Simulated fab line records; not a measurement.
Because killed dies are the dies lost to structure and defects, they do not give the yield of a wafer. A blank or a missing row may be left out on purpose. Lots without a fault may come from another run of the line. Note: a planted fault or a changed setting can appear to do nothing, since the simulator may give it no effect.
Lot-split experiment / flow n5 finfet / 39 wafers read from 7 lots, route of 1938 steps

## ABOUT THE SPLIT
At N5_BEOL_M7_ILD_DEP_00 (deposits SiCOH lowk from DEMS/porogen, target thk 179.75 nm, time 33.4 s), the setting target thk a was moved away from the recipe's 1797.5 angstrom on 18 of the 39 wafers read, by -48.2% to +53.0%. This setting was run at the recipe's value on the other wafers.

## FROM THE SPLIT ON TO THE READING: in between, the file shows 1 step
- N5_BEOL_M7_CURE_74: cures SiCOH lowk, time 240 s

## THE READING
M7_ILD_THK at N5_BEOL_M7_THK_MEAS_01, in nm. On this fab line, fault-free wafers typically give 155.1 nm with a standard deviation of 2.1 nm.

wafer=L075.1; tool, chamber at the split=pecvd-04, 1; target thk a as run, angstrom=2170; against the recipe=+20.7%; M7_ILD_THK, nm=187.6; against lot-mates on the recipe=+33.3
wafer=L075.2; tool, chamber at the split=pecvd-04, 2; target thk a as run, angstrom=1797.5; against the recipe=recipe; M7_ILD_THK, nm=152.2; against lot-mates on the recipe=-
wafer=L075.3; tool, chamber at the split=pecvd-04, 2; target thk a as run, angstrom=2170; against the recipe=+20.7%; M7_ILD_THK, nm=189.1; against lot-mates on the recipe=+34.8
wafer=L075.4; tool, chamber at the split=pecvd-04, 1; target thk a as run, angstrom=2170; against the recipe=+20.7%; M7_ILD_THK, nm=188.9; against lot-mates on the recipe=+34.6
wafer=L075.5; tool, chamber at the split=pecvd-04, 2; target thk a as run, angstrom=1797.5; against the recipe=recipe; M7_ILD_THK, nm=154.6; against lot-mates on the recipe=-
wafer=L075.6; tool, chamber at the split=pecvd-04, 1; target thk a as run, angstrom=1797.5; against the recipe=recipe; M7_ILD_THK, nm=156.2; against lot-mates on the recipe=-
wafer=L080.1; tool, chamber at the split=pecvd-04, 1; target thk a as run, angstrom=1272; against the recipe=-29.2%; M7_ILD_THK, nm=110.2; against lot-mates on the recipe=-46.4
wafer=L080.2; tool, chamber at the split=pecvd-04, 0; target thk a as run, angstrom=1797.5; against the recipe=recipe; M7_ILD_THK, nm=154.1; against lot-mates on the recipe=-
wafer=L080.3; tool, chamber at the split=pecvd-04, 2; target thk a as run, angstrom=1272; against the recipe=-29.2%; M7_ILD_THK, nm=109.2; against lot-mates on the recipe=-47.4
wafer=L080.4; tool, chamber at the split=pecvd-04, 2; target thk a as run, angstrom=1797.5; against the recipe=recipe; M7_ILD_THK, nm=156.5; against lot-mates on the recipe=-
wafer=L080.5; tool, chamber at the split=pecvd-04, 1; target thk a as run, angstrom=1272; against the recipe=-29.2%; M7_ILD_THK, nm=111.3; against lot-mates on the recipe=-45.3
wafer=L080.6; tool, chamber at the split=pecvd-04, 0; target thk a as run, angstrom=1797.5; against the recipe=recipe; M7_ILD_THK, nm=159.1; against lot-mates on the recipe=-
wafer=L083.1; tool, chamber at the split=pecvd-02, 0; target thk a as run, angstrom=1797.5; against the recipe=recipe; M7_ILD_THK, nm=155.5; against lot-mates on the recipe=-
wafer=L083.2; tool, chamber at the split=pecvd-02, 1; target thk a as run, angstrom=1797.5; against the recipe=recipe; M7_ILD_THK, nm=151.9; against lot-mates on the recipe=-
wafer=L083.3; tool, chamber at the split=pecvd-02, 2; target thk a as run, angstrom=1797.5; against the recipe=recipe; M7_ILD_THK, nm=153.3; against lot-mates on the recipe=-
wafer=L085.1; tool, chamber at the split=pecvd-04, 2; target thk a as run, angstrom=2319; against the recipe=+29.0%; M7_ILD_THK, nm=201.4; against lot-mates on the recipe=+44.2
wafer=L085.2; tool, chamber at the split=pecvd-04, 0; target thk a as run, angstrom=1797.5; against the recipe=recipe; M7_ILD_THK, nm=156.3; against lot-mates on the recipe=-
wafer=L085.3; tool, chamber at the split=pecvd-04, 1; target thk a as run, angstrom=1797.5; against the recipe=recipe; M7_ILD_THK, nm=156.6; against lot-mates on the recipe=-
wafer=L085.4; tool, chamber at the split=pecvd-04, 1; target thk a as run, angstrom=2319; against the recipe=+29.0%; M7_ILD_THK, nm=205.1; against lot-mates on the recipe=+47.9
wafer=L085.5; tool, chamber at the split=pecvd-04, 2; target thk a as run, angstrom=2319; against the recipe=+29.0%; M7_ILD_THK, nm=205.9; against lot-mates on the recipe=+48.7
wafer=L085.6; tool, chamber at the split=pecvd-04, 0; target thk a as run, angstrom=1797.5; against the recipe=recipe; M7_ILD_THK, nm=158.8; against lot-mates on the recipe=-
wafer=L087.1; tool, chamber at the split=pecvd-02, 0; target thk a as run, angstrom=1797.5; against the recipe=recipe; M7_ILD_THK, nm=153.4; against lot-mates on the recipe=-
wafer=L087.2; tool, chamber at the split=pecvd-02, 2; target thk a as run, angstrom=1002; against the recipe=-44.3%; M7_ILD_THK, nm=84.0; against lot-mates on the recipe=-69.2
wafer=L087.3; tool, chamber at the split=pecvd-02, 1; target thk a as run, angstrom=1797.5; against the recipe=recipe; M7_ILD_THK, nm=152.0; against lot-mates on the recipe=-
wafer=L087.4; tool, chamber at the split=pecvd-02, 0; target thk a as run, angstrom=1002; against the recipe=-44.3%; M7_ILD_THK, nm=86.2; against lot-mates on the recipe=-67.0
wafer=L087.5; tool, chamber at the split=pecvd-02, 2; target thk a as run, angstrom=1002; against the recipe=-44.3%; M7_ILD_THK, nm=83.6; against lot-mates on the recipe=-69.6
wafer=L087.6; tool, chamber at the split=pecvd-02, 1; target thk a as run, angstrom=1797.5; against the recipe=recipe; M7_ILD_THK, nm=154.2; against lot-mates on the recipe=-
wafer=L089.1; tool, chamber at the split=pecvd-02, 1; target thk a as run, angstrom=2750; against the recipe=+53.0%; M7_ILD_THK, nm=235.6; against lot-mates on the recipe=+79.0
wafer=L089.2; tool, chamber at the split=pecvd-02, 2; target thk a as run, angstrom=2750; against the recipe=+53.0%; M7_ILD_THK, nm=236.8; against lot-mates on the recipe=+80.2
wafer=L089.3; tool, chamber at the split=pecvd-02, 0; target thk a as run, angstrom=2750; against the recipe=+53.0%; M7_ILD_THK, nm=238.7; against lot-mates on the recipe=+82.1
wafer=L089.4; tool, chamber at the split=pecvd-02, 1; target thk a as run, angstrom=1797.5; against the recipe=recipe; M7_ILD_THK, nm=156.3; against lot-mates on the recipe=-
wafer=L089.5; tool, chamber at the split=pecvd-02, 0; target thk a as run, angstrom=1797.5; against the recipe=recipe; M7_ILD_THK, nm=157.4; against lot-mates on the recipe=-
wafer=L089.6; tool, chamber at the split=pecvd-02, 2; target thk a as run, angstrom=1797.5; against the recipe=recipe; M7_ILD_THK, nm=156.2; against lot-mates on the recipe=-
wafer=L096.1; tool, chamber at the split=pecvd-04, 0; target thk a as run, angstrom=1797.5; against the recipe=recipe; M7_ILD_THK, nm=154.3; against lot-mates on the recipe=-
wafer=L096.2; tool, chamber at the split=pecvd-04, 2; target thk a as run, angstrom=931.6; against the recipe=-48.2%; M7_ILD_THK, nm=79.5; against lot-mates on the recipe=-74.9
wafer=L096.3; tool, chamber at the split=pecvd-04, 1; target thk a as run, angstrom=1797.5; against the recipe=recipe; M7_ILD_THK, nm=152.1; against lot-mates on the recipe=-
wafer=L096.4; tool, chamber at the split=pecvd-04, 1; target thk a as run, angstrom=1797.5; against the recipe=recipe; M7_ILD_THK, nm=156.9; against lot-mates on the recipe=-
wafer=L096.5; tool, chamber at the split=pecvd-04, 2; target thk a as run, angstrom=931.6; against the recipe=-48.2%; M7_ILD_THK, nm=81.6; against lot-mates on the recipe=-72.8
wafer=L096.6; tool, chamber at the split=pecvd-04, 0; target thk a as run, angstrom=931.6; against the recipe=-48.2%; M7_ILD_THK, nm=81.6; against lot-mates on the recipe=-72.8

FIT RESULTS
A straight line over all 39 wafers: M7_ILD_THK changes by +1.57 nm for each +1% of target thk a; r = +1.00; the points scatter about the line by 2.2 nm.
The same after taking each lot's own level away (the mean of its wafers on the recipe; 39 wafers): +1.55 nm for each +1%; r = +1.00; scatter 1.7 nm.
According to that fit, moving target thk a by its largest amount changes the reading by 82 nm.
The span of the lots' own levels, 153.20 to 157.23 nm, comes to 1.9 times the standard deviation stated above.
Hence the lot-to-lot level has little effect on the slope; both slopes agree.
Check: with one of the wafers moved furthest among these (+53.0%) left out of the fit, the line predicts +82.7 nm for it against its lot-mates. It came out at +79 nm against them.

## OTHER SPLITS APPLIED TO THESE WAFERS
Before the reading, these wafers also passed through other splits. Each is held against what the fit with the lots' levels taken away leaves over:
other split on the same wafers=N5_BEOL_M2_ILD_DEP_00 target thk a; wafers away from the commonest value=15; r with M7_ILD_THK (lot level and that fit taken away)=-0.26
other split on the same wafers=N5_BEOL_M5_ILD_DEP_00 target thk a; wafers away from the commonest value=9; r with M7_ILD_THK (lot level and that fit taken away)=-0.12

## THE WHOLE CHAIN: every reading that the file lists as answering this split, in the file's order
step=N5_BEOL_M7_ILD_DEP_00; what it does=deposits SiCOH lowk from DEMS/porogen, target thk 179.75 nm, time 33.4 s; reading=SiCOH_lowk_of_BEOL_M7_ILD_DEP_00.thk nm (the simulator's own value, which no gauge read); change (the file's fit)=+1.78 nm for each +1% of the setting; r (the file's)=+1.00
step=N5_BEOL_M7_CURE_74; what it does=cures SiCOH lowk, time 240 s; reading=SiCOH_lowk_of_BEOL_M7_ILD_DEP_00.thk nm (the simulator's own value, which no gauge read); change (the file's fit)=+1.55 nm for each +1% of the setting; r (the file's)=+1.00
step=N5_BEOL_M7_THK_MEAS_01; what it does=; reading=M7_ILD_THK; change (the file's fit)=+1.55 for each +1% of the setting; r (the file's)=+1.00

## THE FILE'S OWN FIT
M7_ILD_THK changes by +1.55 nm for each +1% of target thk a, r = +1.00.
